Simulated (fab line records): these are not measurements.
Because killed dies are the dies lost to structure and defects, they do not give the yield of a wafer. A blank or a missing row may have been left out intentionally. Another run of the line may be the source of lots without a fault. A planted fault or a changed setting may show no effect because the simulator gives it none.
Matching of chambers :: flow n5 finfet :: 4 sister chambers for N5_BEOL_M14_DESCUM_33 on rie diel-04
The step chemistry O2, time 7.9 s. 18 wafers are shown with their chamber, then 9 later ones without.

== WAFERS PAIRED WITH THEIR CHAMBERS ==
wafer: L078.1
chamber: 2
showerhead plenum p Torr (Torr): 2.02
rf vpp V (V): 240.0
oes product au (a.u.): 0.78

wafer: L078.2
chamber: 3
showerhead plenum p Torr (Torr): 2.05
rf vpp V (V): 242.5
oes product au (a.u.): 0.70

wafer: L078.3
chamber: 0
showerhead plenum p Torr (Torr): 2.20
rf vpp V (V): 245.1
oes product au (a.u.): 0.86

wafer: L078.4
chamber: 1
showerhead plenum p Torr (Torr): 2.12
rf vpp V (V): 243.6
oes product au (a.u.): 0.70

wafer: L078.5
chamber: 3
showerhead plenum p Torr (Torr): 2.05
rf vpp V (V): 242.7
oes product au (a.u.): 0.70

wafer: L078.6
chamber: 0
showerhead plenum p Torr (Torr): 2.20
rf vpp V (V): 244.7
oes product au (a.u.): 0.85

wafer: L081.3
chamber: 2
showerhead plenum p Torr (Torr): 2.02
rf vpp V (V): 242.6
oes product au (a.u.): 0.77

wafer: L081.4
chamber: 1
showerhead plenum p Torr (Torr): 2.12
rf vpp V (V): 244.3
oes product au (a.u.): 0.69

wafer: L081.5
chamber: 1
showerhead plenum p Torr (Torr): 2.12
rf vpp V (V): 244.5
oes product au (a.u.): 0.69

wafer: L084.1
chamber: 0
showerhead plenum p Torr (Torr): 2.20
rf vpp V (V): 245.4
oes product au (a.u.): 0.84

wafer: L084.3
chamber: 3
showerhead plenum p Torr (Torr): 2.05
rf vpp V (V): 242.9
oes product au (a.u.): 0.70

wafer: L084.6
chamber: 3
showerhead plenum p Torr (Torr): 2.05
rf vpp V (V): 243.6
oes product au (a.u.): 0.70

wafer: L090.1
chamber: 1
showerhead plenum p Torr (Torr): 2.12
rf vpp V (V): 244.0
oes product au (a.u.): 0.96

wafer: L090.2
chamber: 0
showerhead plenum p Torr (Torr): 2.19
rf vpp V (V): 245.5
oes product au (a.u.): 0.83

wafer: L090.3
chamber: 2
showerhead plenum p Torr (Torr): 2.01
rf vpp V (V): 243.2
oes product au (a.u.): 0.75

wafer: L090.4
chamber: 0
showerhead plenum p Torr (Torr): 2.19
rf vpp V (V): 244.2
oes product au (a.u.): 0.83

wafer: L090.5
chamber: 2
showerhead plenum p Torr (Torr): 2.01
rf vpp V (V): 241.1
oes product au (a.u.): 0.75

wafer: L090.6
chamber: 1
showerhead plenum p Torr (Torr): 2.12
rf vpp V (V): 247.1
oes product au (a.u.): 0.95

SIGNATURES (means of the wafers above)
reading: showerhead plenum p Torr
chamber 0: 2.1960
chamber 1: 2.1200
chamber 2: 2.0150
chamber 3: 2.0500
scatter within a chamber: 0.00396

reading: rf vpp V
chamber 0: 244.980
chamber 1: 244.700
chamber 2: 241.725
chamber 3: 242.925
scatter within a chamber: 1.06

reading: oes product au
chamber 0: 0.8420
chamber 1: 0.7980
chamber 2: 0.7625
chamber 3: 0.7000
scatter within a chamber: 0.0773
Rule: distance of a wafer from a chamber = root of the sum over the readings of ((wafer's reading minus chamber's mean) / reading's scatter) squared. If the next closest chamber is less than 2 further off than the closest, the wafer can't be placed; otherwise it belongs to the closest. How the scatter is found: for the shown wafers, subtract from each reading the mean of its chamber, square and add these, divide the total by (wafers less chambers), then take the root.

== WAFERS WHOSE CHAMBER IS MISSING ==
wafer: L092.2
showerhead plenum p Torr (Torr): 2.19
rf vpp V (V): 246.3
oes product au (a.u.): 0.82

wafer: L092.5
showerhead plenum p Torr (Torr): 2.01
rf vpp V (V): 243.1
oes product au (a.u.): 0.75

wafer: L092.6
showerhead plenum p Torr (Torr): 2.11
rf vpp V (V): 243.0
oes product au (a.u.): 0.93

wafer: L093.1
showerhead plenum p Torr (Torr): 2.01
rf vpp V (V): 242.8
oes product au (a.u.): 0.76

wafer: L093.2
showerhead plenum p Torr (Torr): 2.05
rf vpp V (V): 242.8
oes product au (a.u.): 0.68

wafer: L093.3
showerhead plenum p Torr (Torr): 2.19
rf vpp V (V): 245.0
oes product au (a.u.): 0.82

wafer: L093.4
showerhead plenum p Torr (Torr): 2.11
rf vpp V (V): 243.8
oes product au (a.u.): 0.93

wafer: L093.5
showerhead plenum p Torr (Torr): 2.01
rf vpp V (V): 239.4
oes product au (a.u.): 0.75

wafer: L093.6
showerhead plenum p Torr (Torr): 2.11
rf vpp V (V): 243.0
oes product au (a.u.): 0.93

== WHICH CHAMBER EACH WENT THROUGH ==
wafer: L092.2
from the rows above: 0
in truth: 0

wafer: L092.5
from the rows above: 2
in truth: 2

wafer: L092.6
from the rows above: 1
in truth: 1

wafer: L093.1
from the rows above: 2
in truth: 2

wafer: L093.2
from the rows above: 3
in truth: 3

wafer: L093.3
from the rows above: 0
in truth: 0

wafer: L093.4
from the rows above: 1
in truth: 1

wafer: L093.5
from the rows above: 2
in truth: 2

wafer: L093.6
from the rows above: 1
in truth: 1
9 of 9 placed correctly. Number that these rows cannot place: 0. Wrongly placed: 0.
